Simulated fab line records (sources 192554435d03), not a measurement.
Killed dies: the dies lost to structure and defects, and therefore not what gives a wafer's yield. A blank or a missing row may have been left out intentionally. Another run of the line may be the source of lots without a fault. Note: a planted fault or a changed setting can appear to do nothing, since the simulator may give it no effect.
Lot-split experiment ; flow n5_finfet ; route with 1938 steps; 7 lots, 21 wafers read

ABOUT THE SPLIT
At N5_MOL_CONTACT_COAG_VIA_ETCH_46 (etches SiO2 in C4F6/O2, target depth 46 nm, overetch 9.2 nm, time 40 s), the setting bias_w was moved away from the recipe's 455 W on 13 of the 21 wafers read, by -15.4% to +7.4%. The other wafers ran this setting at the recipe's value.

The reading is taken at the split's own step.

THE READING
rf_vpp_V, in V, at N5_MOL_CONTACT_COAG_VIA_ETCH_46 (etches SiO2 in C4F6/O2, target depth 46 nm, overetch 9.2 nm, time 40 s). Fault-free wafers of this fab line usually give 1592 V, standard deviation 13 V.

wafer;tool, chamber at the split;bias_w as run, W;against the recipe;rf_vpp_V, V;against lot-mates on the recipe
L074.2;rie_diel-04, 1;455;recipe;1605;-
L074.3;rie_diel-04, 0;455;recipe;1588;-
L074.5;rie_diel-04, 2;455;recipe;1592;-
L081.3;rie_diel-05, 0;455;recipe;1581;-
L081.4;rie_diel-05, 2;384.8;-15.4%;1398;-188
L081.5;rie_diel-05, 3;455;recipe;1590;-
L084.1;rie_diel-04, 1;428.3;-5.9%;1533;no lot-mate on the recipe
L084.4;rie_diel-04, 2;428.3;-5.9%;1520;no lot-mate on the recipe
L084.6;rie_diel-04, 1;428.3;-5.9%;1533;no lot-mate on the recipe
L088.2;rie_diel-02, 1;455;recipe;1607;-
L088.5;rie_diel-02, 0;428.9;-5.7%;1534;-73
L088.6;rie_diel-02, 1;428.9;-5.7%;1537;-70
L089.2;rie_diel-02, 2;485;+6.6%;1684;no lot-mate on the recipe
L089.5;rie_diel-02, 2;485;+6.6%;1682;no lot-mate on the recipe
L089.6;rie_diel-02, 3;485;+6.6%;1685;no lot-mate on the recipe
L092.1;rie_diel-02, 0;488.8;+7.4%;1688;+83
L092.3;rie_diel-02, 1;488.8;+7.4%;1696;+91
L092.4;rie_diel-02, 2;455;recipe;1605;-
L093.1;rie_diel-04, 2;475.6;+4.5%;1644;+54
L093.5;rie_diel-04, 1;475.6;+4.5%;1657;+67
L093.6;rie_diel-04, 2;455;recipe;1590;-

FIT RESULTS
A straight line over all 21 wafers: rf_vpp_V changes by +12.5 V for each +1% of bias_w; r = +0.99; the points scatter about the line by 8.3 V.
The same after taking each lot's own level away (the mean of its wafers on the recipe; 15 wafers): +12.2 V for each +1%; r = +1.00; scatter 5.6 V.
That fit puts the effect of the largest move of bias_w on the reading at 1.9e+02 V.
Measured against the standard deviation above, the lots' own levels, which go from 1585.5 to 1607.0 V, span 1.7 times it.
The two slopes are in agreement: the lot-to-lot level therefore moves the slope only a little.
Check: -189 V against its lot-mates is what the line predicts for one of the wafers moved furthest among these (-15.4%) when that wafer is left out of the fit. It came out at -188 V against them.
Tool readings at the split's step, against how far the setting was moved: rf_vpp_V r = +0.99.

FURTHER SPLITS ON THESE WAFERS
Before the reading, these wafers also passed through other splits. Each is held against what the fit with the lots' levels taken away leaves over:
other split on the same wafers;wafers away from the commonest value;r with rf_vpp_V (lot level and that fit taken away)
N5_DUMMY_GATE_ETCH_31 target_depth_a;11;+0.19
N5_SD_EPI_N_PEB_07 peb_time_s;10;-0.20
N5_SD_EPI_N_ETCH_16 target_depth_a;5;-0.14
N5_SD_EPI_P_ETCH_16 target_depth_a;5;-0.09
N5_SD_EPI_P_EPI_21 temp_c;6;-0.27

FILE'S OWN FIT
rf_vpp_V changes by +12.2 V for each +1% of bias_w, r = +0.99.
